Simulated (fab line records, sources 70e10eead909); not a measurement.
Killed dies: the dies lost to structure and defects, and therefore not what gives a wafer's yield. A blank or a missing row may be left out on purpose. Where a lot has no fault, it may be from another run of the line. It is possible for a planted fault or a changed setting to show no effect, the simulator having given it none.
A lot that was struck, set against a sound lot    flow nandHarc    13 out of 1302 route steps
Sound: these wafers, L148.1, L148.2, L148.4. Struck: wafer L157.6 (left out: L157.3, L157.5 of the same lot, which were not struck); the cause appears at the end.
Each step with rows lists, per side, the tool, then ch with its chambers, then its first start. Under that, the readings that differ: sound wafers    struck wafers    difference of the means    sigmas: that difference in standard deviations of wafers without a fault.
alike: words and numbers the same on both sides, and readings whose means are apart by under 2 such deviations; not compared: readings that were withheld, readings missing a value for some wafer, numbers with overlapping values and no deviation given by the record, and bounds like >300 which may hide the same value.
The two part at a step that has a row with sigmas, a row that says differs or no value, or rows on one side only. Numbers that have no deviation but don't overlap get no sigmas and don't part them. A reading that every wafer of one side lacks parts them only if that side has two wafers or more.

NHARC_A_STAIRCASE_DEP_417: deposits Si3N4, target thk 60 nm.
  sound on pecvd-04 ch 0,2, day 20 20:14; struck on pecvd-03 ch 0, day 24 22:39
  alike: heaterPowerW
then, 3 steps without rows for these wafers: NHARC_A_STAIRCASE_WET_418 (chemistry H3PO4, target depth 20 nm); NHARC_A_STAIRCASE_PRECLEAN_419 (cleans in SC1); NHARC_A_STAIRCASE_SRD_421.
NHARC_A_STAIRCASE_ALD_420: deposits SiO2, target thk 20 nm, pulse time 6 s, ald cycles 200.
  sound on aldHk-03 ch 0,2,3, day 20 22:56; struck on aldHk-01 ch 2, day 25 01:37
  alike: heaterPowerW, precursorPulseHeightRel
then, 1 step without rows for these wafers: NHARC_A_STAIRCASE_CVD_552 (deposits SiNx, target thk 40 nm).
NHARC_A_STAIRCASE_DEP_151: deposits SiO2, target thk 7200 nm.
  sound on pecvd-04 ch 0,1,2, day 21 07:05; struck on pecvd-02 ch 1, day 25 09:41
  alike: heaterPowerW, mfcPrecursorSccm
then, 1 step without rows for these wafers: NHARC_A_STAIRCASE_ANNEAL_320 (time 1800 s).
NHARC_A_STAIRCASE_DEP_322: deposits SiO2, target thk 7200 nm.
  sound on pecvd-04 ch 0,2, day 21 17:15; struck on pecvd-03 ch 0, day 25 19:56
  alike: heaterPowerW, mfcPrecursorSccm
then, 1 step without rows for these wafers: NHARC_A_STAIRCASE_ANNEAL_323 (time 1800 s).
NHARC_A_STAIRCASE_DEP_325: deposits SiO2, target thk 7200 nm.
  sound on pecvd-04 ch 0,1,2, day 22 02:52; struck on pecvd-02 ch 2, day 26 07:13
reading                  sound              struck  difference  sigmas
heaterPowerW (W)         743 929 654        564     -211        -2
mfcPrecursorSccm (sccm)  200.4 200.4 200.1  193.5   -6.8        -12
then, 1 step without rows for these wafers: NHARC_A_STAIRCASE_ANNEAL_326 (time 1800 s).
-- jump in the record: it breaks off in module A_STAIRCASE and resumes in module END (first step shown: number 1302 of the route), and 6 days separate the struck wafers' starts before and after --
NHARC_END_SORT_01:
  only the struck wafers appear in the record here, on prober-01 ch 0 at day 32 06:23; the sound ones have no rows

== WHERE THEY PART ==
Earliest at NHARC_A_STAIRCASE_DEP_325; latest, in this record, at NHARC_END_SORT_01.

WHY: what had been put in by the simulator
pecvd-02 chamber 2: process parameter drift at NHARC_A_STAIRCASE_DEP_325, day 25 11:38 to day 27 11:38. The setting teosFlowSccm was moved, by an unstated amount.
